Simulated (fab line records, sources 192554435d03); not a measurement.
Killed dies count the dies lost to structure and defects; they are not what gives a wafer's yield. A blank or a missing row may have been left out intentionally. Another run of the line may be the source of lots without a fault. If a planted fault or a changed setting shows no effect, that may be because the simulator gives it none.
fab line records    flow n5Finfet
record: lots: 9  wafers: 27  lastDay: 19
route steps=1938 shown WELL_APT@32 PMOS_HMC_CHANNEL_EPI@73 FIN_SAQP@96 BEOL_M4@1111
lots that met no fault: taken from a fault-free run of the same line
startH: hours from the record's first day to the start of the lot's first wafer shown    waitH: hours since the lot's step before    " identical to the entry in the row above    L1.1+2: a row that stands for several wafers    - no value, or no start was given    * or withheld: withheld    < > ~ a bound
route shown NAME@n: NAME is a module with steps in the file, n the number in the route of the first one    usual: the fault-free wafers' mean and standard deviation    same: alike in all rows    chamber/n: place in a boat    sites: the reading at each site    _std_site: how widely they spread, as a standard deviation    _edge_site: mean of outer sites minus mean of inner sites    radiusMm: how far each site lies from the wafer's centre    mask NAME#n: copy n    behind: the tool/chamber that last shaped the wafer    hold: what put the lot on hold/how long, in hours/how the hold closed    device: names the non-switching transistor (n, p or np)    end of line: the route-end tests of the same wafers    a step given without rows: its recipe and nothing more    killed: dies lost to structure and defects at the first sort, not the wafer's yield    map: shows each die of a wafer: x if killed, . if not, _ if none is there
set.NAME: the setting the step ran with; set.NAME@STEP: the setting that earlier step ran with    model.NAME: the simulator's own value behind a step, which no gauge read
a sample of lots followed through the steps of the route, with each step as a table and each wafer as a row
services: a tool's chamber out of use, with start hour (startH, from the record's first day; less than 0 if before it), hours out, and reason
== steps ==
step: N5_WELL_APT_IMPLANT_14
recipe: species: P  energyKev: 160  doseCm2: 1.5e+13  tiltDeg: 0  rotationDeg: 0
usual: beamOnS: 10.00/0.21  doseIonsCm2: 1.5e+13/1.6e+10  endStationPressureTorr: 5.12e-06/2.6e-07  faradayCurrentUA: 190/4
lot.wafer  tool          chamber  startH  waitH  beamOnS  doseIonsCm2  endStationPressureTorr  faradayCurrentUA
L693.2     implanter-01  0        14.06   0.1    10.01    1.5001e+13   5.57e-06                189
L693.5     "             0        "       "      9.63     1.4999e+13   5.35e-06                198
L693.6     "             0        "       "      10.03    1.4996e+13   4.74e-06                190
L694.2     implanter-01  0        19.87   0.1    10.01    1.498e+13    4.74e-06                190
L694.4     "             0        "       "      9.71     1.5e+13      5.45e-06                195
L694.5     "             0        "       "      10.03    1.5004e+13   5.18e-06                189
L696.2     implanter-01  0        32.37   0.1    9.68     1.502e+13    5.49e-06                196
L696.3     "             0        "       "      10.24    1.5004e+13   5.01e-06                186
L696.6     "             0        "       "      9.82     1.5031e+13   5.6e-06                 193
L701.3     implanter-01  0        62.11   0.1    9.90     1.497e+13    5.02e-06                192
L701.5     "             0        "       "      9.95     1.4979e+13   5.21e-06                192
L701.6     "             0        "       "      9.88     1.4987e+13   4.75e-06                192
L702.2     implanter-01  0        67.95   0.1    9.58     1.5012e+13   5.47e-06                198
L702.3     "             0        "       "      10.07    1.4989e+13   4.83e-06                189
L702.4     "             0        "       "      9.95     1.5019e+13   5.05e-06                191
L704.4     implanter-01  0        80.19   0.2    9.63     1.1325e+13   4.65e-06                149
L704.5     "             0        "       "      9.70     1.1323e+13   5.15e-06                148
L704.6     "             0        "       "      10.06    1.1332e+13   5.45e-06                143
L705.2     implanter-01  0        85.78   0.1    9.95     1.136e+13    4.89e-06                143
L705.5     "             0        "       "      9.65     1.1315e+13   5.37e-06                149
L705.6     "             0        "       "      10.22    1.1337e+13   4.87e-06                141
L709.3     implanter-01  0        110.12  0.1    10.61    1.1298e+13   4.98e-06                136
L709.4     "             0        "       "      10.25    1.1309e+13   5.19e-06                140
L709.5     "             0        "       "      10.02    1.1323e+13   4.88e-06                144
L715.2     implanter-02  0        145.90  0.1    9.87     1.5022e+13   4.95e-06                192
L715.3     "             0        "       "      10.15    1.5015e+13   5.3e-06                 188
L715.6     "             0        "       "      10.16    1.4997e+13   5.51e-06                188
step: N5_PMOS_HMC_CHANNEL_EPI_ETCH_38
recipe: chemistry: CF4  target: SiO2  targetDepthA: 15  ionEnergyEv: 350  pressureMtorr: 10  icpW: 800  biasW: 400  cf4FlowSccm: 80
usual: drypumpMotorCurrentA: 6.0/0.51  oesProductAu: 1.001/0.022  throttleValvePct: 21.86/0.26
lot.wafer  tool      chamber  startH  waitH  drypumpMotorCurrentA  oesProductAu  rfHoursCounterH  throttleValvePct
L693.2     rieSi-04  3        18.24   0.0    6.0                   1.020         123              21.81
L693.5     "         3        "       "      6.0                   1.013         -                21.80
L693.6     "         0        "       "      6.2                   1.027         -                22.04
L694.2     rieSi-03  3        23.84   0.0    6.4                   0.989         97               22.31
L694.4     "         2        "       "      5.7                   1.026         181              21.44
L694.5     "         1        "       "      6.5                   0.978         -                22.03
L696.2     rieSi-01  0        36.33   0.0    6.5                   0.977         194              21.73
L696.3     "         1        "       "      4.9                   1.002         146              21.39
L696.6     "         2        "       "      6.3                   0.997         -                22.13
L701.3     rieSi-03  3        65.88   0.0    6.4                   0.996         98               22.30
L701.5     "         0        "       "      5.1                   0.974         -                21.81
L701.6     "         1        "       "      6.5                   0.979         -                22.03
L702.2     rieSi-03  2        72.07   0.0    5.7                   1.014         182              21.43
L702.3     "         0        "       "      5.1                   0.977         4                21.81
L702.4     "         1        "       "      6.5                   0.985         70               22.03
L704.4     rieSi-03  3        83.93   0.0    6.4                   1.000         99               22.31
L704.5     "         1        "       "      6.5                   0.968         -                22.05
L704.6     "         2        "       "      5.7                   1.007         -                21.43
L705.2     rieSi-03  1        89.85   0.0    6.5                   0.979         71               22.04
L705.5     "         1        "       "      6.5                   0.967         -                22.04
L705.6     "         2        "       "      5.7                   1.020         -                21.43
L709.3     rieSi-01  2        113.61  0.0    6.3                   0.994         45               22.14
L709.4     "         1        "       "      4.9                   0.998         -                21.40
L709.5     "         3        "       "      5.7                   1.009         -                21.76
L715.2     rieSi-04  2        149.72  0.0    6.4                   1.030         2                21.80
L715.3     "         3        "       "      6.0                   1.012         126              21.81
L715.6     "         1        "       "      5.9                   1.022         -                21.81
step: N5_FIN_SAQP_HM_DEP_03
recipe: material: SiNx  targetThkA: 380  tempC: 400  precursor: SiH4/NH3/N2  pressureTorr: 1.5  rfW: 300  timeS: 33.6
usual: heaterPowerOuterW: 453/74  heaterPowerW: 745/94  showerheadPlenumPTorr: 5.16/0.049  throttleValvePct: 39.8/1.6
lot.wafer  tool      chamber  startH  waitH  heaterPowerOuterW  heaterPowerW  showerheadPlenumPTorr  throttleValvePct
L693.2     pecvd-04  0        21.23   0.2    330                571           5.11                   39.8
L693.5     "         1        "       "      384                679           5.24                   40.4
L693.6     "         2        "       "      374                653           5.13                   37.3
L694.2     pecvd-04  1        26.73   0.2    373                654           5.23                   40.5
L694.4     "         0        "       "      373                660           5.11                   39.9
L694.5     "         1        "       "      400                669           5.26                   40.9
L696.2     pecvd-03  2        40.04   0.2    479                737           5.12                   41.1
L696.3     "         0        "       "      417                710           5.14                   39.9
L696.6     "         2        "       "      479                732           5.12                   41.5
L701.3     pecvd-04  0        68.91   0.1    416                698           5.10                   39.9
L701.5     "         0        "       "      421                690           5.10                   40.0
L701.6     "         1        "       "      418                711           5.25                   40.8
L702.2     pecvd-03  2        75.17   0.2    386                623           5.12                   41.7
L702.3     "         0        "       "      402                723           5.14                   39.9
L702.4     "         0        "       "      421                713           5.13                   40.1
L704.4     pecvd-03  2        87.20   0.1    464                732           5.12                   41.3
L704.5     "         0        "       "      426                695           5.13                   40.2
L704.6     "         1        "       "      507                780           5.14                   40.2
L705.2     pecvd-03  0        94.55   0.2    360                627           5.13                   40.0
L705.5     "         2        "       "      469                730           5.12                   41.3
L705.6     "         1        "       "      520                851           5.16                   40.2
L709.3     pecvd-01  2        116.62  0.1    509                793           5.24                   35.7
L709.4     "         1        "       "      474                808           5.17                   40.5
L709.5     "         0        "       "      572                931           5.22                   41.0
L715.2     pecvd-01  0        153.64  0.2    655                991           5.22                   41.2
L715.3     "         1        "       "      449                756           5.17                   40.3
L715.6     "         0        "       "      634                1008          5.21                   41.3
step: N5_FIN_SAQP_PECVD_47
recipe: material: a-Si  targetThkA: 450  tempC: 400  precursor: SiH4/He  pressureTorr: 3  rfW: 100  timeS: 36.3
usual: heaterPowerOuterW: 511/68  heaterPowerW: 825/89  showerheadPlenumPTorr: 5.69/0.034  throttleValvePct: 18.1/0.84
lot.wafer  tool      chamber  startH  waitH  heaterPowerOuterW  heaterPowerW  showerheadPlenumPTorr  throttleValvePct
L693.2     pecvd-03  2        21.36   0.0    443                720           5.65                   18.9
L693.5     "         0        "       "      471                770           5.66                   18.1
L693.6     "         2        "       "      441                715           5.65                   18.7
L694.2     pecvd-03  2        26.88   0.0    520                795           5.66                   18.7
L694.4     "         1        "       "      513                830           5.67                   18.5
L694.5     "         0        "       "      454                750           5.66                   18.0
L696.2     pecvd-01  0        40.16   0.0    591                930           5.72                   18.7
L696.3     "         0        "       "      604                930           5.71                   18.7
L696.6     "         0        "       "      600                924           5.72                   18.4
L701.3     pecvd-03  0        69.04   0.0    489                804           5.69                   18.3
L701.5     "         1        "       "      594                925           5.68                   18.6
L701.6     "         2        "       "      429                711           5.67                   18.8
L702.2     pecvd-01  2        75.29   0.0    557                860           5.74                   16.1
L702.3     "         1        "       "      484                785           5.68                   18.3
L702.4     "         1        "       "      484                784           5.69                   18.5
L704.4     pecvd-01  1        87.32   0.1    433                761           5.70                   18.4
L704.5     "         0        "       "      630                979           5.72                   18.8
L704.6     "         2        "       "      552                882           5.74                   16.0
L705.2     pecvd-01  2        94.67   0.0    585                908           5.73                   16.0
L705.5     "         0        "       "      567                907           5.72                   18.7
L705.6     "         2        "       "      598                939           5.73                   16.1
L709.3     pecvd-04  2        116.74  0.0    445                756           5.65                   17.2
L709.4     "         0        "       "      447                744           5.65                   18.2
L709.5     "         1        "       "      447                777           5.75                   18.5
L715.2     pecvd-03  0        153.77  0.0    447                752           5.66                   18.4
L715.3     "         1        "       "      577                880           5.68                   18.5
L715.6     "         1        "       "      583                902           5.68                   18.1
step: N5_BEOL_M4_RC_MEAS_101
usual: DIBL_N: 36.6/1.9  DIBL_P: 36.7/2.2  IOFF_N: 0.16/0.035  IOFF_P: 0.22/0.038  ION_N: 672/14  ION_P: 462/8.3  RS_NWELL: 1038/7  SS_N: 71.6/0.65  SS_P: 73.5/0.72  VT_N: 250/3.5  VT_P: -250/3.1
lot.wafer  tool       chamber  startH  waitH  DIBL_N[mV/V]  DIBL_P[mV/V]  IOFF_N[nA/um]  IOFF_P[nA/um]  ION_N[uA/um]  ION_P[uA/um]  RS_NWELL[ohm/sq]  SS_N[mV/dec]  SS_P[mV/dec]  VT_N[mV]  VT_P[mV]
L694.2     prober-02  0        202.64  0.2    37.8          36.2          0.15           0.21           666           459           1041              71.6          72.7          250       -249
L694.4     "          0        "       "      42.0          40.1          0.27           0.27           682           458           1053              73.9          74.7          245       -249
L694.5     "          0        "       "      34.8          33.9          0.13           0.18           680           468           1045              71.1          72.6          252       -251
L693.2     prober-01  0        203.17  0.2    39.2          40.5          0.22           0.34           686           483           1040              71.1          74.5          243       -239
L693.5     "          0        "       "      37.5          39.0          0.17           0.29           677           471           1028              71.0          73.9          247       -244
L693.6     "          0        "       "      33.2          32.6          0.10           0.18           646           455           1040              69.9          72.5          255       -252
L696.2     prober-02  0        213.24  0.2    35.1          35.1          0.14           0.18           679           466           1048              71.7          72.6          252       -252
L696.3     "          0        "       "      36.8          37.9          0.16           0.22           668           460           1046              71.1          74.0          253       -251
L696.6     "          0        "       "      35.6          36.8          0.15           0.21           680           469           1040              70.9          72.8          250       -249
L701.3     prober-01  0        238.77  0.3    36.2          36.5          0.14           0.21           674           459           1049              71.4          73.3          256       -252
L701.5     "          0        "       "      36.9          37.1          0.16           0.23           673           467           1049              71.7          74.2          251       -245
L701.6     "          0        "       "      35.3          35.5          0.13           0.20           674           465           1042              71.0          73.5          251       -250
L702.2     prober-02  0        249.28  0.2    36.3          36.6          0.15           0.21           678           468           1035              71.1          73.3          252       -252
L702.3     "          0        "       "      37.3          38.0          0.16           0.23           659           459           1031              71.4          74.0          250       -248
L702.4     "          0        "       "      36.5          37.6          0.16           0.22           681           463           1044              71.4          73.7          247       -250
L704.4     prober-01  0        254.94  0.5    32.7          34.8          0.12           0.18           655           459           1218              70.9          72.7          252       -252
L704.5     "          0        "       "      36.4          38.2          0.18           0.23           670           466           1209              72.2          73.1          249       -249
L704.6     "          0        "       "      33.4          34.6          0.12           0.18           665           460           1207              71.6          72.6          253       -252
L705.2     prober-01  0        257.68  0.2    39.4          38.3          0.19           0.29           660           458           1217              72.1          74.2          249       -245
L705.5     "          0        "       "      37.4          34.6          0.15           0.22           660           462           1223              71.8          73.2          252       -248
L705.6     "          0        "       "      37.5          36.3          0.16           0.26           674           468           1220              72.5          73.5          251       -248
L709.3     prober-01  0        291.31  0.3    38.8          40.6          0.21           0.29           670           462           1204              72.3          74.8          247       -244
L709.4     "          0        "       "      35.6          36.4          0.15           0.21           656           456           1205              71.5          72.8          253       -249
L709.5     "          0        "       "      38.5          40.4          0.21           0.30           670           467           1209              72.9          74.9          245       -247
L715.2     prober-02  0        319.81  0.2    38.0          37.2          0.19           0.26           699           472           1033              71.8          73.5          249       -244
L715.3     "          0        "       "      39.0          39.1          0.23           0.31           682           467           1031              71.8          74.1          245       -244
L715.6     "          0        "       "      37.8          36.6          0.18           0.25           674           463           1032              72.4          73.6          248       -245
== services ==
tool          chamber  startH  hours  kind
pecvd-01      1        -5.68   -      calibration
pecvd-04      -        -5.42   1.1    repair
implanter-01  -        4.95    1.5    repair
pecvd-01      0        16.56   5.5    scheduledDown
rieSi-04      -        18.71   14.6   pm
implanter-02  -        18.84   6.5    repair
pecvd-01      2        22.02   -      clean
pecvd-01      2        22.02   -      consumableReplace:showerhead
pecvd-01      2        22.02   29.0   scheduledDown
pecvd-01      2        22.02   29.0   ventCycle
rieSi-01      3        51.18   5.7    repair
rieSi-03      1        55.40   6.2    repair
pecvd-01      -        56.99   1.0    repair
pecvd-04      1        76.11   6.6    repair
implanter-02  -        78.44   4.1    repair
implanter-01  -        89.63   10.3   repair
pecvd-01      1        97.51   5.5    scheduledDown
rieSi-01      0        99.56   38.7   repair
implanter-02  -        108.62  3.7    pm
pecvd-01      0        118.56  17.8   repair
implanter-02  -        120.52  3.8    pm
rieSi-03      2        120.54  1.2    repair
pecvd-03      2        135.26  2.1    scheduledDown
pecvd-04      -        144.71  2.8    pm
== key ==
firstSign: step: N5_WELL_APT_IMPLANT_14  reading: doseIonsCm2  direction: down  sigmas: 99+  usual: 1.5e+13  struck: 1.1325e+13
effect: step: N5_WELL_APT_IMPLANT_14  reading: faradayCurrentUA  direction: down  sigmas: 12  usual: 190  struck: 144
effect: step: N5_BEOL_M4_RC_MEAS_101  reading: RS_NWELL  direction: up  sigmas: 25  usual: 1038  struck: 1212
metAt N5_WELL_APT_IMPLANT_14
struckLots L704,L705,L709
notActingAt N5_PMOS_HMC_CHANNEL_EPI_ETCH_38,N5_FIN_SAQP_HM_DEP_03,N5_FIN_SAQP_PECVD_47
onsetBetween 67.95 80.19
fault: kind: processParameterDrift  tool: implanter-01  chamber: -  onsetH: 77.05  steps: N5_WELL_APT_IMPLANT_14  channel: doseCm2  offset: -3.6682e+12  shape: step  endH: 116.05  actsIn: theseRecipesOnly  stated: 1.5e+13
